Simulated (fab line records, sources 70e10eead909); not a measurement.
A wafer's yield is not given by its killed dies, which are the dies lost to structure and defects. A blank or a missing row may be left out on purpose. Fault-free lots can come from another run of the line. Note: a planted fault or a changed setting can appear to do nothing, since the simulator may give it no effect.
What tool caused it? -- flow nandHarc -- 18 wafers from 6 lots sampled at 5 of the route's 1302 steps

WHAT THE GAUGES SHOWED, per wafer
NHARC_END_SORT_01.
lot,measured,on,defectLimitedYield (%)
L271,day 29 13:13,prober-01,96.3 95.7 95.6
L277,day 30 20:04,prober-02,90.1 89.2 90.8

WHICH TOOL RAN EACH LOT (tool, then ch and the chambers of the sampled wafers, then the start)
lot,NHARC_THIN_TSV_DEP_47,NHARC_THIN_TSV_PRE_CLEAN_50,NHARC_THIN_TSV_PVD_51,NHARC_THIN_TSV_ETCH_36
L264,"pecvd-03 ch 1,2, day 24 18:01","pvdSputter-01, day 24 19:02","pvdSputter-01, day 24 22:37 or earlier","rieMetal-01 ch 0,1, day 24 22:37"
L263,"pecvd-03 ch 0,2, day 24 23:10","pvdSputter-02, day 25 00:09","pvdSputter-02, day 25 03:46 or earlier","rieMetal-03 ch 0, day 25 03:46"
L268,"pecvd-01 ch 0,1,2, day 26 23:40","pvdSputter-03, day 27 00:41","pvdSputter-03, day 27 04:11 or earlier","rieMetal-03 ch 0,1, day 27 04:11"
L270,"pecvd-02 ch 0,2, day 28 12:52","pvdSputter-02, day 28 13:55","pvdSputter-02, day 28 17:26 or earlier","rieMetal-02 ch 0,1, day 28 17:26"
L271,"pecvd-01 ch 0,2, day 28 17:32","pvdSputter-01, day 28 18:34","pvdSputter-01, day 28 22:08 or earlier","rieMetal-03 ch 0,1, day 28 22:08"
L277,"pecvd-02 ch 0,2, day 30 06:05","pvdSputter-01, day 30 07:07","pvdSputter-01, day 30 10:42 or earlier","rieMetal-03 ch 0,1, day 30 10:42"
- NHARC_THIN_TSV_DEP_47: deposits SiO2, target thk 200 nm.
- NHARC_THIN_TSV_PRE_CLEAN_50: time 30 s.
- NHARC_THIN_TSV_PVD_51: deposits Cu, target thk 100 nm.
- NHARC_THIN_TSV_ETCH_36: etches the open film in Cl2/BCl3, target depth 65 nm, time 18.571 s.

THE ANSWER, worked out from the rows above alone
Rule: the usual values come from the lots themselves. Put in order of their means at a reading, lots are off if they are a third of the lots or fewer, leave a main group of 4 or more, and stand apart from it by a gap of 3 or more times the standard deviation of the main group's means; of several such gaps the widest counts. A main group is skipped when, at the precision printed for the reading in the tables above, its means are all equal. A lot without any number at a reading at which 4 lots or more have one is off too. Where the step has rows for the other lots, those lots are counted as sound.
No lot is off on any of the readings shown, so nothing can be concluded from this.

WHAT WAS PUT IN BY THE SIMULATOR
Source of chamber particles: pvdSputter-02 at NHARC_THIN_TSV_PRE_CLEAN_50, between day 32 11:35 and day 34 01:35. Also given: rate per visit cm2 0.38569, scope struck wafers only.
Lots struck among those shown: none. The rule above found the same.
